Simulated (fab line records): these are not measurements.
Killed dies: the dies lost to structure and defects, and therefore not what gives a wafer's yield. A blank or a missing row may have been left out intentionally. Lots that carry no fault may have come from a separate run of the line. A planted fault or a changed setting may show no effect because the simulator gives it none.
fab line records    flow n5_finfet
record lots=11  wafers=33  last_day=18
route steps=1938 shown BEOL_M11@1590 BEOL_M12@1609 PASSIVATION@1936
lots that met no fault: taken from a fault-free run of the same line
start_h: start of the lot's first displayed wafer, in hours after the record's first day    wait_h: time in hours since the lot's previous step    " the same as in the row above    L1.1+2: a single row standing in for several wafers    - no value present, or no start provided    * or withheld: withheld    < > ~ a bound
route shown NAME@n: names a module that has steps shown in the file, with the first one's number in the route    usual: mean and standard deviation over wafers with no fault    same: alike in all rows    chamber/n: place in a boat    sites: the reading at each site    _std_site: the standard deviation of these    _edge_site: the outer-site mean with the inner-site mean subtracted    radius_mm: for every site, how far away it sits from the centre of the wafer    mask NAME#n: copy n    behind: tool/chamber where the wafer was last shaped    hold: what put the lot on hold/how long, in hours/how the hold closed    device: names the non-switching transistor (n, p or np)    end of line: the route-end tests of the same wafers    a step without rows: its recipe alone    killed: the dies lost at the first sort to structure and to defects; this is not the yield of the wafer    map: a wafer's dies, marking killed ones x, the rest . and places with no die _
set.NAME: the setting the step ran with; set.NAME@STEP: the setting that earlier step ran with    model.NAME: the simulator's own value behind a step, which no gauge read
steps of the route over a sample of lots; a table a step, a row a wafer
services: a tool's chamber out of use, with start hour (start_h, from the record's first day; less than 0 if before it), hours out, and reason
## steps
# step N5_BEOL_M11_ALD_74
# recipe material=TaN  target_thk_a=20  temp_c=275  ald_precursor_family=PDMAT  ald_co_reactant=NH3  pressure_torr=3  carrier_flow_sccm=1500  pulse_time_s=2  purge_time_s=3  co_reactant_purge_time_s=2  co_reactant_pulse_time_s=3  ald_cycles=40  precursor_vessel_temp_c=75  precursor_vessel_pressure_torr=26.25  precursor_vessel_carrier_sccm=1000
# usual heater_power_w=401/54
lot.wafer  tool          chamber  start_h  wait_h  heater_power_w
L557.2     ald_metal-04  2        244.01   0.0     452
L557.4     "             0        "        "       352
L557.6     "             2        "        "       441
L560.1     ald_metal-04  3        248.15   0.0     407
L560.2     "             1        "        "       352
L560.5     "             2        "        "       447
L561.1     ald_metal-04  3        273.02   0.0     403
L561.3     "             1        "        "       350
L561.5     "             0        "        "       347
L562.4     ald_metal-01  2        273.30   0.0     334
L562.5     "             1        "        "       390
L562.6     "             0        "        "       519
L563.2     ald_metal-04  1        273.46   0.1     350
L563.3     "             0        "        "       353
L563.4     "             0        "        "       345
L564.3     ald_metal-01  2        283.81   0.0     340
L564.4     "             3        "        "       441
L564.6     "             2        "        "       338
L565.1     ald_metal-02  3        299.97   0.1     330
L565.4     "             0        "        "       460
L565.5     "             0        "        "       463
L570.1     ald_metal-01  0        320.49   0.1     502
L570.5     "             1        "        "       397
L570.6     "             0        "        "       514
L577.3     ald_metal-04  0        364.56   0.1     353
L577.5     "             3        "        "       397
L577.6     "             2        "        "       449
L579.2     ald_metal-01  2        364.71   0.0     309
L579.4     "             0        "        "       459
L579.5     "             2        "        "       316
L578.3     ald_metal-02  1        374.95   0.1     457
L578.4     "             0        "        "       471
L578.5     "             1        "        "       434
# step N5_BEOL_M11_DEP_56
# recipe material=SiCN  target_thk_a=300  temp_c=withheld  precursor=3MS/NH3  pressure_torr=3  rf_w=675  time_s=10.5
# usual showerhead_plenum_p_Torr=4.155/0.014  throttle_valve_pct=17.9/0.81
lot.wafer  tool      chamber  start_h  wait_h  showerhead_plenum_p_Torr  throttle_valve_pct
L557.2     pecvd-02  1        245.93   0.0     4.160                     19.3
L557.4     "         0        "        "       4.161                     17.9
L557.6     "         2        "        "       4.161                     16.7
L560.1     pecvd-01  1        249.96   0.0     4.143                     18.5
L560.2     "         2        "        "       4.145                     17.0
L560.5     "         0        "        "       4.176                     18.8
L561.1     pecvd-03  1        274.84   0.0     4.162                     17.7
L561.3     "         0        "        "       4.130                     18.5
L561.5     "         2        "        "       4.152                     16.9
L562.4     pecvd-01  1        275.28   0.0     4.129                     18.4
L562.5     "         0        "        "       4.176                     18.6
L562.6     "         2        "        "       4.146                     17.1
L563.2     pecvd-03  2        275.82   0.0     4.162                     16.8
L563.3     "         1        "        "       4.164                     17.6
L563.4     "         2        "        "       4.159                     17.0
L564.3     pecvd-01  1        285.53   0.0     4.128                     18.6
L564.4     "         1        "        "       4.126                     18.7
L564.6     "         0        "        "       4.175                     18.7
L565.1     pecvd-02  0        301.59   0.0     4.155                     17.8
L565.4     "         1        "        "       4.165                     19.1
L565.5     "         0        "        "       4.157                     17.8
L570.1     pecvd-01  1        322.76   0.0     4.142                     18.5
L570.5     "         0        "        "       4.168                     18.6
L570.6     "         1        "        "       4.135                     18.6
L577.3     pecvd-01  2        366.09   0.0     4.155                     17.1
L577.5     "         0        "        "       4.175                     18.8
L577.6     "         2        "        "       4.150                     17.2
L579.2     pecvd-02  0        366.36   0.0     4.145                     18.2
L579.4     "         0        "        "       4.153                     17.9
L579.5     "         2        "        "       4.165                     16.9
L578.3     pecvd-02  0        376.65   0.0     4.148                     17.6
L578.4     "         2        "        "       4.171                     17.0
L578.5     "         1        "        "       4.161                     19.2
# step N5_BEOL_M11_RS_MEAS_57
# recipe thk_meas_gauge=four-point-probe  reads=Cu_of_BEOL_M11_ECD_50+Co_of_BEOL_M11_CVD_75+TaN_of_BEOL_M11_ALD_74
# usual M11_RS=0.152/0.0033
lot.wafer  tool           chamber  start_h  wait_h  M11_RS[ohm/sq]
L557.2     film_metro-01  -        245.99   0.0     0.152
L557.4     "              -        "        "       0.153
L557.6     "              -        "        "       0.150
L560.1     film_metro-02  -        250.02   0.0     0.149
L560.2     "              -        "        "       0.150
L560.5     "              -        "        "       0.146
L561.1     film_metro-01  -        274.91   0.0     0.144
L561.3     "              -        "        "       0.145
L561.5     "              -        "        "       0.155
L562.4     film_metro-01  -        275.33   0.0     0.157
L562.5     "              -        "        "       0.151
L562.6     "              -        "        "       0.155
L563.2     film_metro-01  -        275.88   0.0     0.151
L563.3     "              -        "        "       0.150
L563.4     "              -        "        "       0.150
L564.3     film_metro-01  -        285.60   0.0     0.145
L564.4     "              -        "        "       0.160
L564.6     "              -        "        "       0.155
L565.1     film_metro-02  -        301.66   0.0     0.154
L565.4     "              -        "        "       0.153
L565.5     "              -        "        "       0.154
L570.1     film_metro-02  -        322.82   0.0     0.151
L570.5     "              -        "        "       0.154
L570.6     "              -        "        "       0.149
L577.3     film_metro-02  -        366.15   0.0     0.153
L577.5     "              -        "        "       0.146
L577.6     "              -        "        "       0.155
L579.2     film_metro-01  -        366.42   0.0     0.155
L579.4     "              -        "        "       0.154
L579.5     "              -        "        "       0.153
L578.3     film_metro-02  -        376.72   0.0     0.147
L578.4     "              -        "        "       0.153
L578.5     "              -        "        "       0.149
# step N5_BEOL_M12_PEB_08
# recipe peb_temp_c=130  peb_time_s=90
# usual chill_plate_temp_C=23.02/0.099  heater_power_total_W=172.4/0.89  plate_temp_C=130.01/0.16
lot.wafer  tool            chamber  start_h  wait_h  chill_plate_temp_C  heater_power_total_W  plate_temp_C
L557.2     litho_track-01  0        246.37   0.0     23.09               173.7                 130.16
L557.4     "               0        "        "       23.07               171.9                 130.18
L557.6     "               0        "        "       23.09               173.7                 130.07
L560.1     litho_track-04  0        250.53   0.1     22.94               173.8                 130.10
L560.2     "               0        "        "       22.95               170.9                 129.96
L560.5     "               0        "        "       23.07               171.2                 130.23
L561.1     litho_track-01  0        275.29   0.1     23.00               172.9                 130.31
L561.3     "               0        "        "       23.08               173.4                 129.99
L561.5     "               0        "        "       23.02               173.7                 129.90
L562.4     litho_track-01  0        275.71   0.0     22.90               170.8                 130.35
L562.5     "               0        "        "       23.13               170.8                 129.96
L562.6     "               0        "        "       23.01               172.2                 129.80
L563.2     litho_track-04  0        276.39   0.0     22.83               171.0                 130.00
L563.3     "               0        "        "       22.95               172.1                 130.13
L563.4     "               0        "        "       23.04               172.8                 130.08
L564.3     litho_track-04  0        286.10   0.0     23.04               167.3                 127.78
L564.4     "               0        "        "       23.05               168.4                 127.75
L564.6     "               0        "        "       23.04               169.4                 127.68
L565.1     litho_track-01  0        302.16   0.1     23.19               170.9                 130.15
L565.4     "               0        "        "       23.14               172.7                 130.13
L565.5     "               0        "        "       23.07               173.3                 130.09
L570.1     litho_track-04  0        323.33   0.1     22.89               168.7                 127.54
L570.5     "               0        "        "       23.05               168.5                 127.43
L570.6     "               0        "        "       23.05               167.8                 127.65
L577.3     litho_track-01  0        366.58   0.0     22.95               173.4                 130.10
L577.5     "               0        "        "       23.10               172.3                 130.18
L577.6     "               0        "        "       22.92               171.0                 130.05
L579.2     litho_track-01  0        366.80   0.0     23.05               172.3                 129.93
L579.4     "               0        "        "       23.19               171.5                 129.89
L579.5     "               0        "        "       22.96               171.9                 129.91
L578.3     litho_track-04  0        377.10   0.0     23.19               172.0                 129.92
L578.4     "               0        "        "       22.93               172.6                 129.80
L578.5     "               0        "        "       23.00               172.5                 129.84
# step N5_BEOL_M12_CD_MEAS_10
# recipe target_cd_nm=140  landing_energy_ev=500  detector=se_inlens  polarity=opening
# usual cd_nm=140.2/1.3
lot.wafer  tool       chamber  start_h  wait_h  cd_nm
L557.2     cd_sem-02  0        246.49   -       138.7
L557.4     "          0        "        "       140.5
L557.6     "          0        "        "       140.4
L560.1     cd_sem-01  0        250.64   -       140.2
L560.2     "          0        "        "       140.2
L560.5     "          0        "        "       140.3
L561.1     cd_sem-02  0        275.40   -       140.1
L561.3     "          0        "        "       140.6
L561.5     "          0        "        "       139.1
L562.4     cd_sem-01  0        275.83   -       138.8
L562.5     "          0        "        "       138.8
L562.6     "          0        "        "       139.7
L563.2     cd_sem-02  0        276.50   -       140.6
L563.3     "          0        "        "       138.3
L563.4     "          0        "        "       141.2
L564.3     cd_sem-02  0        286.22   -       132.5
L564.4     "          0        "        "       132.9
L564.6     "          0        "        "       131.0
L565.1     cd_sem-03  0        302.28   -       141.0
L565.4     "          0        "        "       140.3
L565.5     "          0        "        "       139.4
L570.1     cd_sem-03  0        323.44   -       134.3
L570.5     "          0        "        "       134.1
L570.6     "          0        "        "       133.7
L577.3     cd_sem-03  0        366.70   -       139.3
L577.5     "          0        "        "       140.1
L577.6     "          0        "        "       142.3
L579.2     cd_sem-03  0        366.92   -       139.7
L579.4     "          0        "        "       140.5
L579.5     "          0        "        "       138.6
L578.3     cd_sem-01  0        377.22   -       140.8
L578.4     "          0        "        "       140.6
L578.5     "          0        "        "       138.7
# step N5_PASSIVATION_PROBE_49
# usual defect_limited_yield=91.2/1.3  killed_at_M0_to_M3=34/10  killed_at_M4_up=13/4.6  killed_at_contacts=13/5.5  killed_at_front_end=41/12  killed_at_other=2.8/2.4  killed_dies=104/16  killed_open=67/12  killed_short=33/7.2  sort_bin_4_leakage=0.00/0.012  sort_bin_5_function=5.1/0.86  sort_bin_6_memory=3.3/0.62  sort_n_pass=1076/16  sort_yield_pct=91.2/1.3
# same gross_dies=1180  killed_at_back_side=0  sort_bin_8_speed[%]=0
lot.wafer  tool       chamber  start_h  wait_h  defect_limited_yield[%]  killed_at_M0_to_M3  killed_at_M4_up  killed_at_contacts  killed_at_front_end  killed_at_other  killed_dies  killed_open  killed_short  sort_bin_4_leakage[%]  sort_bin_5_function[%]  sort_bin_6_memory[%]  sort_n_pass  sort_yield_pct[%]
L561.1     prober-02  -        317.39   0.0     91.9                     33                  17               11                  31                   3                95           55           30            0                      5.0                     2.6                   1085         91.9
L561.3     prober-02  -        317.49   0.1     89.3                     49                  8                19                  45                   5                126          81           39            0                      6.5                     4.0                   1054         89.3
L561.5     prober-02  -        317.59   0.2     91.9                     27                  18               9                   32                   10               96           70           22            0                      5.1                     2.6                   1084         91.9
L564.3     prober-01  -        326.19   0.1     91.4                     23                  10               10                  56                   3                102          54           33            0                      4.7                     2.7                   1078         91.4
L564.4     prober-01  -        326.24   0.2     92.2                     31                  8                10                  43                   0                92           52           30            0                      4.5                     2.6                   1088         92.2
L564.6     prober-01  -        326.34   0.3     91.7                     32                  11               21                  31                   3                98           57           35            0                      5.1                     3.1                   1082         91.7
L570.1     prober-02  -        358.99   0.0     90.9                     38                  13               11                  45                   0                107          65           38            0                      5.1                     3.4                   1073         90.9
L570.5     prober-02  -        359.19   0.2     90.8                     30                  18               5                   55                   0                108          74           32            0                      5.9                     2.9                   1072         90.8
L570.6     prober-02  -        359.24   0.3     90.7                     24                  14               16                  55                   1                110          69           31            0                      5.6                     2.6                   1070         90.7
# killed by level:class
L561.1 MOL_CONTACT_COAG:geometric_particle:open=10 BEOL_M4:geometric_particle:open=9 FIN_SAQP:geometric_particle:short=7 BEOL_M2:geometric_particle:open=7 BEOL_M0_SAQP:geometric_particle:short=6 FIN_SAQP:geometric_particle:open=5 BEOL_M3:geometric_particle:open=5 BEOL_M3:geometric_particle:short=4
L561.3 MOL_CONTACT_COAG:geometric_particle:open=14 BEOL_M3:geometric_particle:open=13 BEOL_M0_SAQP:geometric_particle:short=11 FIN_SAQP:geometric_particle:open=10 BEOL_M0_SAQP:geometric_particle:open=9 BEOL_M2:geometric_particle:open=7 BEOL_M1:geometric_particle:open=6 STARTING-WAFER:geometric_particle:short=6
L561.5 MOL_CONTACT_COAG:geometric_particle:open=8 BEOL_M0_SAQP:geometric_particle:open=8 DUMMY_GATE:geometric_particle:open=7 BEOL_M3:geometric_particle:open=7 BEOL_M5:geometric_particle:open=7 GATE_CUT:geometric_particle:short=6 FIN_SAQP:geometric_particle:short=5 BEOL_M1:geometric_particle:open=5
L564.3 STI_FIN_REVEAL:geometric_particle:open=11 GATE_CUT:geometric_particle:short=9 HKMG_FIN:area_etch=9 FIN_SAQP:geometric_particle:open=8 MOL_CONTACT_COAG:geometric_particle:open=7 BEOL_M0_SAQP:geometric_particle:short=6 DUMMY_GATE:geometric_particle:open=4 BEOL_M1:geometric_particle:open=4
L564.4 MOL_CONTACT_COAG:geometric_particle:open=8 GATE_CUT:geometric_particle:short=7 BEOL_M1:geometric_particle:open=7 HKMG_FIN:area_etch=6 BEOL_M3:geometric_particle:open=5 FIN_SAQP:geometric_particle:open=4 GATE_CUT:geometric_particle:open=4 BEOL_M0_SAQP:geometric_particle:open=4
L564.6 MOL_CONTACT_COAG:geometric_particle:open=14 BEOL_M0_SAQP:geometric_particle:short=8 MOL_CONTACT_COAG:geometric_particle:short=7 GATE_CUT:geometric_particle:short=6 BEOL_M1:geometric_particle:open=6 GATE_CUT:geometric_particle:open=5 BEOL_M0_SAQP:geometric_particle:open=5 STI_FIN_REVEAL:geometric_particle:open=4
L570.1 STI_FIN_REVEAL:geometric_particle:open=9 BEOL_M1:geometric_particle:open=8 BEOL_M0_SAQP:geometric_particle:open=7 FIN_SAQP:geometric_particle:open=6 MOL_CONTACT_COAG:geometric_particle:short=6 BEOL_M2:geometric_particle:open=6 DUMMY_GATE:geometric_particle:open=5 GATE_CUT:geometric_particle:short=5
L570.5 STI_FIN_REVEAL:geometric_particle:open=13 BEOL_M0_SAQP:geometric_particle:short=10 GATE_CUT:geometric_particle:short=10 BEOL_M0_SAQP:geometric_particle:open=9 GATE_CUT:geometric_particle:open=8 BEOL_M4:geometric_particle:open=7 MOL_CONTACT_COAG:geometric_particle:open=5 DUMMY_GATE:geometric_particle:open=5
L570.6 MOL_CONTACT_COAG:geometric_particle:open=12 GATE_CUT:geometric_particle:short=11 BEOL_M4:geometric_particle:open=10 STI_FIN_REVEAL:geometric_particle:open=9 FIN_SAQP:geometric_particle:open=8 HKMG_FIN:area_etch=8 BEOL_M3:geometric_particle:open=7 FIN_SAQP:geometric_particle:short=5
## services
tool            chamber  start_h  hours  kind
pecvd-03        0        221.79   5.5    scheduled_down
ald_metal-02    0        242.32   4.1    repair
ald_metal-04    2        262.36   26.9   repair
pecvd-01        -        266.59   2.8    pm
ald_metal-01    -        337.25   14.0   pm
ald_metal-01    0        337.25   14.0   vent_cycle
ald_metal-01    1        337.25   14.0   vent_cycle
ald_metal-01    2        337.25   14.0   vent_cycle
ald_metal-01    3        337.25   14.0   vent_cycle
pecvd-03        0        344.56   12.3   repair
ald_metal-01    0        351.25   -      clean
ald_metal-01    1        351.25   -      clean
ald_metal-01    2        351.25   -      clean
ald_metal-01    3        351.25   -      clean
ald_metal-02    -        356.68   1.3    repair
pecvd-02        1        357.92   2.1    scheduled_down
pecvd-01        1        365.10   21.0   repair
litho_track-04  -        373.95   -      consumable_replace:filter
ald_metal-02    0        376.16   5.3    repair
## key
first_sign step=N5_BEOL_M12_PEB_08  reading=plate_temp_C  direction=down  sigmas=15  usual=*  struck=*
effect step=N5_BEOL_M12_PEB_08  reading=heater_power_total_W  direction=down  sigmas=4.6  usual=*  struck=*
effect step=N5_BEOL_M12_CD_MEAS_10  reading=cd_nm  direction=down  sigmas=5.3  usual=140.2  struck=133.1
met_at N5_BEOL_M12_PEB_08
struck_lots L564,L570
not_acting_at N5_BEOL_M11_ALD_74,N5_BEOL_M11_DEP_56,N5_BEOL_M11_RS_MEAS_57
onset_between 276.39 286.10
fault kind=process_parameter_drift  tool=litho_track-04  chamber=-  onset_h=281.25  steps=N5_BEOL_M12_PEB_08  channel=peb_temp_c  offset=*  shape=step  end_h=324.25  acts_in=*  stated=*
